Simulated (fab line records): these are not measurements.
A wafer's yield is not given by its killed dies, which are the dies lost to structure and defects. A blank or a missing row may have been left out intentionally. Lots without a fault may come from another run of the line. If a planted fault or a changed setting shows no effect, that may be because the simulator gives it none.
Which tool was responsible? -- flow n5_finfet -- 24 lots with 72 wafers sampled at 6 steps, on a route of 1938 steps

WHAT EACH GAUGE READ, for each wafer
The record lacks any reading of a measuring or inspecting step that a usual standard deviation could be used to judge.

WHICH TOOL RAN EACH LOT (tool, then ch and the chambers of the sampled wafers, then the start)
lot,N5_BEOL_M3_STRIP_66,N5_BEOL_M3_ANNEAL_49,N5_BEOL_M3_SPUTTER_79,N5_BEOL_M3_SPUTTER_88,N5_BEOL_M3_ANNEAL_89,N5_BEOL_M3_SPUTTER_94
L075,"rie_diel-03 ch 1,2, day 6 23:00","pvd_sputter-03, day 7 02:03","pvd_sputter-03, day 7 02:13","pvd_sputter-03, day 7 02:57","pvd_sputter-03, day 7 03:02","pvd_sputter-03, day 7 03:38"
L074,"rie_diel-05 ch 0,1,2, day 6 23:10","pvd_sputter-01, day 7 02:19","pvd_sputter-01, day 7 02:28","pvd_sputter-01, day 7 03:07","pvd_sputter-01, day 7 03:12","pvd_sputter-01, day 7 03:47"
L076,"rie_diel-01 ch 0,2,3, day 7 05:29","pvd_sputter-01, day 7 08:59","pvd_sputter-01, day 7 09:08","pvd_sputter-01, day 7 09:47","pvd_sputter-01, day 7 09:52","pvd_sputter-01, day 7 10:27"
L077,"rie_diel-01 ch 1,2, day 7 15:32","pvd_sputter-02, day 7 21:22","pvd_sputter-02, day 7 21:30","pvd_sputter-02, day 7 22:10","pvd_sputter-02, day 7 22:14","pvd_sputter-02, day 7 22:49"
L078,"rie_diel-05 ch 0,2,3, day 7 20:50","pvd_sputter-03, day 8 06:21","pvd_sputter-03, day 8 06:29","pvd_sputter-03, day 8 07:09","pvd_sputter-03, day 8 07:14","pvd_sputter-03, day 8 07:49"
L079,"rie_diel-05 ch 0,1,2, day 8 05:39","pvd_sputter-02, day 8 09:03","pvd_sputter-02, day 8 09:11","pvd_sputter-02, day 8 09:51","pvd_sputter-02, day 8 09:56","pvd_sputter-02, day 8 10:31"
L080,"rie_diel-05 ch 0,2,3, day 8 06:34","pvd_sputter-01, day 8 11:01","pvd_sputter-01, day 8 11:09","pvd_sputter-01, day 8 11:49","pvd_sputter-01, day 8 11:53","pvd_sputter-01, day 8 12:28"
L081,"rie_diel-01 ch 0,1,3, day 8 19:32","pvd_sputter-02, day 9 00:02","pvd_sputter-02, day 9 00:11","pvd_sputter-02, day 9 00:50","pvd_sputter-02, day 9 00:55","pvd_sputter-02, day 9 01:30"
L083,"rie_diel-03 ch 1,2,3, day 8 21:14","pvd_sputter-01, day 9 01:38","pvd_sputter-01, day 9 01:46","pvd_sputter-01, day 9 02:26","pvd_sputter-01, day 9 02:31","pvd_sputter-01, day 9 03:05"
L082,"rie_diel-01 ch 0,2,3, day 8 22:32","pvd_sputter-01, day 9 04:21","pvd_sputter-01, day 9 04:29","pvd_sputter-01, day 9 05:09","pvd_sputter-01, day 9 05:14","pvd_sputter-01, day 9 05:49"
L084,"rie_diel-05 ch 2,3, day 9 01:26","pvd_sputter-02, day 9 05:22","pvd_sputter-02, day 9 05:30","pvd_sputter-02, day 9 06:10","pvd_sputter-02, day 9 06:14","pvd_sputter-02, day 9 06:49"
L085,"rie_diel-05 ch 1,2,3, day 9 13:19","pvd_sputter-01, day 9 17:37","pvd_sputter-01, day 9 17:45","pvd_sputter-01, day 9 18:25","pvd_sputter-01, day 9 18:29","pvd_sputter-01, day 9 19:04"
L086,"rie_diel-01 ch 0,1,2, day 9 20:26","pvd_sputter-03, day 10 00:01","pvd_sputter-03, day 10 00:10","pvd_sputter-03, day 10 00:49","pvd_sputter-03, day 10 00:54","pvd_sputter-03, day 10 01:29"
L087,"rie_diel-01 ch 0,1, day 9 22:43","pvd_sputter-01, day 10 07:34","pvd_sputter-01, day 10 07:43","pvd_sputter-01, day 10 08:22","pvd_sputter-01, day 10 08:27","pvd_sputter-01, day 10 09:02"
L090,"rie_diel-05 ch 0,1,3, day 10 13:44","pvd_sputter-02, day 10 17:56","pvd_sputter-02, day 10 18:05","pvd_sputter-02, day 10 18:44","pvd_sputter-02, day 10 18:49","pvd_sputter-02, day 10 19:24"
L088,"rie_diel-01 ch 1,3, day 10 15:16","pvd_sputter-01, day 10 18:37","pvd_sputter-01, day 10 18:46","pvd_sputter-01, day 10 19:25","pvd_sputter-01, day 10 19:30","pvd_sputter-01, day 10 20:05"
L091,"rie_diel-05 ch 1,2,3, day 10 20:37","pvd_sputter-01, day 10 23:07","pvd_sputter-01, day 10 23:15","pvd_sputter-01, day 10 23:55","pvd_sputter-01, day 10 23:59","pvd_sputter-01, day 11 00:34"
L089,"rie_diel-05 ch 2,3, day 11 02:05","pvd_sputter-02, day 11 06:20","pvd_sputter-02, day 11 06:28","pvd_sputter-02, day 11 07:08","pvd_sputter-02, day 11 07:13","pvd_sputter-02, day 11 07:47"
L092,"rie_diel-01 ch 0,1,3, day 11 02:22","pvd_sputter-02, day 11 08:26","pvd_sputter-02, day 11 08:34","pvd_sputter-02, day 11 09:14","pvd_sputter-02, day 11 09:19","pvd_sputter-02, day 11 09:53"
L093,"rie_diel-05 ch 1,2,3, day 11 11:20","pvd_sputter-03, day 11 16:30","pvd_sputter-03, day 11 16:39","pvd_sputter-03, day 11 17:20","pvd_sputter-03, day 11 17:25","pvd_sputter-03, day 11 18:00"
L094,"rie_diel-01 ch 0,1,3, day 11 18:28","pvd_sputter-03, day 11 21:25","pvd_sputter-03, day 11 21:34","pvd_sputter-03, day 11 22:13","pvd_sputter-03, day 11 22:18","pvd_sputter-03, day 11 22:53"
L095,"rie_diel-01 ch 0,2,3, day 12 01:32","pvd_sputter-02, day 12 04:18","pvd_sputter-02, day 12 04:26","pvd_sputter-02, day 12 05:06","pvd_sputter-02, day 12 05:11","pvd_sputter-02, day 12 05:46"
L096,"rie_diel-03 ch 0,1,2, day 12 13:22","pvd_sputter-03, day 12 18:48","pvd_sputter-03, day 12 18:56","pvd_sputter-03, day 12 19:36","pvd_sputter-03, day 12 19:41","pvd_sputter-03, day 12 20:16"
L097,"rie_diel-03 ch 0,2,3, day 12 16:43","pvd_sputter-03, day 12 21:42","pvd_sputter-03, day 12 21:50","pvd_sputter-03, day 12 22:30","pvd_sputter-03, day 12 22:35","pvd_sputter-03, day 12 23:10"
- N5_BEOL_M3_STRIP_66: strips in CF4.
- N5_BEOL_M3_ANNEAL_49: time 240 s.
- N5_BEOL_M3_SPUTTER_79: material Cu, target thk 4.5 nm, time 8.29 s.
- N5_BEOL_M3_SPUTTER_88: material Cu, target thk 4.5 nm, time 8.29 s.
- N5_BEOL_M3_ANNEAL_89: time 240 s.
- N5_BEOL_M3_SPUTTER_94: material Cu, target thk 4.5 nm, time 8.29 s.

WHAT THE TOOLS THEMSELVES READ (means of the sampled wafers that have a number; where no wafer has one, the mark that the record gives instead)
N5_BEOL_M3_STRIP_66. Usual: drypump_motor_current_A 5.6 A, standard deviation 0.54; oes_product_au 0.78 a.u., standard deviation 0.071; rf_fwd_power_W 292.6 W, standard deviation 0.87; rf_vpp_V 271.1 V, standard deviation 1.8; showerhead_plenum_p_Torr 1.79 Torr, standard deviation 0.068; throttle_valve_pct 13.53 %, standard deviation 0.22.
lot,tool,drypump_motor_current_A (A),oes_product_au (a.u.),rf_fwd_power_W (W),rf_vpp_V (V),showerhead_plenum_p_Torr (Torr),throttle_valve_pct (%),flag
L075,rie_diel-03,5.4,0.81,292.8,270.5,1.75,13.54,
L074,rie_diel-05,6.1,0.81,294.5,272.4,1.82,13.34,
L076,rie_diel-01,5.1,0.75,292.1,270.8,1.77,13.74,
L077,rie_diel-01,5.3,0.75,293.3,271.4,1.79,13.91,
L078,rie_diel-05,6.0,0.75,292.7,270.7,1.80,13.37,
L079,rie_diel-05,6.1,0.80,292.2,272.1,1.82,13.35,
L080,rie_diel-05,6.0,0.76,293.0,271.6,1.80,13.38,
L081,rie_diel-01,5.3,0.80,291.9,271.4,1.78,13.54,
L083,rie_diel-03,5.5,0.77,292.6,270.5,1.78,13.59,
L082,rie_diel-01,5.1,0.74,292.5,269.8,1.77,13.76,
L084,rie_diel-05,6.4,0.76,292.9,272.4,1.86,13.27,
L085,rie_diel-05,6.2,0.77,293.0,272.9,1.87,13.35,
L086,rie_diel-01,5.2,0.79,293.1,271.4,1.80,13.72,
L087,rie_diel-01,5.5,0.84,292.4,272.2,1.82,13.52,
L090,rie_diel-05,5.8,0.75,292.8,270.8,1.80,13.46,
L088,rie_diel-01,5.5,0.73,293.2,268.8,1.75,13.61,
L091,rie_diel-05,6.2,0.76,292.2,272.7,1.87,13.37,
L089,rie_diel-05,6.1,0.72,291.8,272.3,1.85,13.39,
L092,rie_diel-01,5.3,0.78,292.6,271.4,1.77,13.58,
L093,rie_diel-05,6.2,0.76,292.0,273.5,1.87,13.36,
L094,rie_diel-01,5.4,0.78,292.7,270.8,1.77,13.60,
L095,rie_diel-01,5.1,0.83,292.6,270.4,1.76,13.62,
L096,rie_diel-03,5.7,0.75,292.4,270.4,1.75,13.67,
L097,rie_diel-03,5.5,0.79,293.1,270.5,1.78,13.57,

N5_BEOL_M3_ANNEAL_49. Usual: 825 W for heater_power_w, sd 63.
lot,tool,heater_power_w (W),flag
L075,pvd_sputter-03,848,
L074,pvd_sputter-01,853,
L076,pvd_sputter-01,839,
L077,pvd_sputter-02,812,
L078,pvd_sputter-03,891,
L079,pvd_sputter-02,791,
L080,pvd_sputter-01,815,
L081,pvd_sputter-02,766,
L083,pvd_sputter-01,779,
L082,pvd_sputter-01,816,
L084,pvd_sputter-02,780,
L085,pvd_sputter-01,794,
L086,pvd_sputter-03,819,
L087,pvd_sputter-01,879,
L090,pvd_sputter-02,812,
L088,pvd_sputter-01,837,
L091,pvd_sputter-01,803,
L089,pvd_sputter-02,770,
L092,pvd_sputter-02,797,
L093,pvd_sputter-03,839,
L094,pvd_sputter-03,845,
L095,pvd_sputter-02,819,
L096,pvd_sputter-03,874,
L097,pvd_sputter-03,888,

N5_BEOL_M3_SPUTTER_79. Usual: chuck_gas_flow_sccm 1.26 sccm, standard deviation 0.049; throttle_valve_pct 29.5 %, standard deviation 1.1.
lot,tool,chuck_gas_flow_sccm (sccm),throttle_valve_pct (%),flag
L075,pvd_sputter-03,1.24,29.5,
L074,pvd_sputter-01,1.24,29.2,
L076,pvd_sputter-01,1.23,29.7,
L077,pvd_sputter-02,1.27,28.9,
L078,pvd_sputter-03,1.29,29.5,
L079,pvd_sputter-02,1.22,28.8,
L080,pvd_sputter-01,1.30,28.8,
L081,pvd_sputter-02,1.26,29.9,
L083,pvd_sputter-01,1.24,28.4,
L082,pvd_sputter-01,1.30,28.8,
L084,pvd_sputter-02,1.27,29.4,
L085,pvd_sputter-01,1.26,29.1,
L086,pvd_sputter-03,1.31,30.6,
L087,pvd_sputter-01,1.29,28.9,
L090,pvd_sputter-02,1.22,28.8,
L088,pvd_sputter-01,1.26,29.6,
L091,pvd_sputter-01,1.29,29.2,
L089,pvd_sputter-02,1.28,29.3,
L092,pvd_sputter-02,1.28,29.7,
L093,pvd_sputter-03,1.25,30.2,
L094,pvd_sputter-03,1.31,29.3,
L095,pvd_sputter-02,1.24,29.6,
L096,pvd_sputter-03,1.28,30.3,
L097,pvd_sputter-03,1.28,30.1,

N5_BEOL_M3_SPUTTER_88. Usual: chuck_gas_flow_sccm 1.26 sccm, standard deviation 0.059; throttle_valve_pct 29.5 %, standard deviation 1.1.
lot,tool,chuck_gas_flow_sccm (sccm),throttle_valve_pct (%),flag
L075,pvd_sputter-03,1.26,29.3,
L074,pvd_sputter-01,1.29,29.4,
L076,pvd_sputter-01,1.31,29.6,
L077,pvd_sputter-02,1.23,28.7,
L078,pvd_sputter-03,1.30,29.5,
L079,pvd_sputter-02,1.28,28.5,
L080,pvd_sputter-01,1.28,28.8,
L081,pvd_sputter-02,1.28,30.2,
L083,pvd_sputter-01,1.30,28.2,
L082,pvd_sputter-01,1.32,28.6,
L084,pvd_sputter-02,1.25,29.4,
L085,pvd_sputter-01,1.27,29.0,
L086,pvd_sputter-03,1.25,30.4,
L087,pvd_sputter-01,1.24,29.0,
L090,pvd_sputter-02,1.25,28.8,
L088,pvd_sputter-01,1.23,29.7,
L091,pvd_sputter-01,1.23,29.1,
L089,pvd_sputter-02,1.27,29.6,
L092,pvd_sputter-02,1.25,29.4,
L093,pvd_sputter-03,1.30,30.3,
L094,pvd_sputter-03,1.26,29.4,
L095,pvd_sputter-02,1.29,29.6,
L096,pvd_sputter-03,1.27,30.2,
L097,pvd_sputter-03,1.26,30.2,

N5_BEOL_M3_ANNEAL_89. Usual: 823 W for heater_power_w, sd 62.
lot,tool,heater_power_w (W),flag
L075,pvd_sputter-03,844,
L074,pvd_sputter-01,866,
L076,pvd_sputter-01,840,
L077,pvd_sputter-02,826,
L078,pvd_sputter-03,890,
L079,pvd_sputter-02,772,
L080,pvd_sputter-01,808,
L081,pvd_sputter-02,756,
L083,pvd_sputter-01,781,
L082,pvd_sputter-01,818,
L084,pvd_sputter-02,767,
L085,pvd_sputter-01,778,
L086,pvd_sputter-03,832,
L087,pvd_sputter-01,876,
L090,pvd_sputter-02,818,
L088,pvd_sputter-01,841,
L091,pvd_sputter-01,786,
L089,pvd_sputter-02,772,
L092,pvd_sputter-02,797,
L093,pvd_sputter-03,848,
L094,pvd_sputter-03,847,
L095,pvd_sputter-02,806,
L096,pvd_sputter-03,872,
L097,pvd_sputter-03,886,

N5_BEOL_M3_SPUTTER_94. Usual: chuck_gas_flow_sccm 1.26 sccm, standard deviation 0.053; throttle_valve_pct 29.5 %, standard deviation 1.1.
lot,tool,chuck_gas_flow_sccm (sccm),throttle_valve_pct (%),flag
L075,pvd_sputter-03,1.32,29.3,
L074,pvd_sputter-01,1.29,29.4,
L076,pvd_sputter-01,1.29,29.7,
L077,pvd_sputter-02,1.25,28.9,
L078,pvd_sputter-03,1.28,29.5,
L079,pvd_sputter-02,1.24,28.7,
L080,pvd_sputter-01,1.29,28.8,
L081,pvd_sputter-02,1.22,30.1,
L083,pvd_sputter-01,1.28,28.0,
L082,pvd_sputter-01,1.31,28.9,
L084,pvd_sputter-02,1.28,29.4,
L085,pvd_sputter-01,1.26,29.1,
L086,pvd_sputter-03,1.24,30.4,
L087,pvd_sputter-01,1.28,29.0,
L090,pvd_sputter-02,1.21,28.7,
L088,pvd_sputter-01,1.22,29.7,
L091,pvd_sputter-01,1.29,29.1,
L089,pvd_sputter-02,1.22,29.4,
L092,pvd_sputter-02,1.25,29.5,
L093,pvd_sputter-03,1.30,30.1,
L094,pvd_sputter-03,1.32,29.4,
L095,pvd_sputter-02,1.28,29.6,
L096,pvd_sputter-03,1.26,30.2,
L097,pvd_sputter-03,1.27,30.2,

THE ANSWER, worked out from the rows above alone
Rule: a lot is off if the mean of its wafers that have a number lies more than 3 standard deviations from the usual mean. A lot without any number at a reading at which 4 lots or more have one is off too. All remaining lots with rows at the step are treated as sound. Order of review: gauges by route order, followed by the tools' own readings, for which a lot's mean as printed above is used. At the first step where some lot is off, the reading lying furthest off is the one used; lots without a number count as furthest.
Nothing can be told from this: no lot is off at any reading shown.

WHAT THE SIMULATOR HAD INSERTED
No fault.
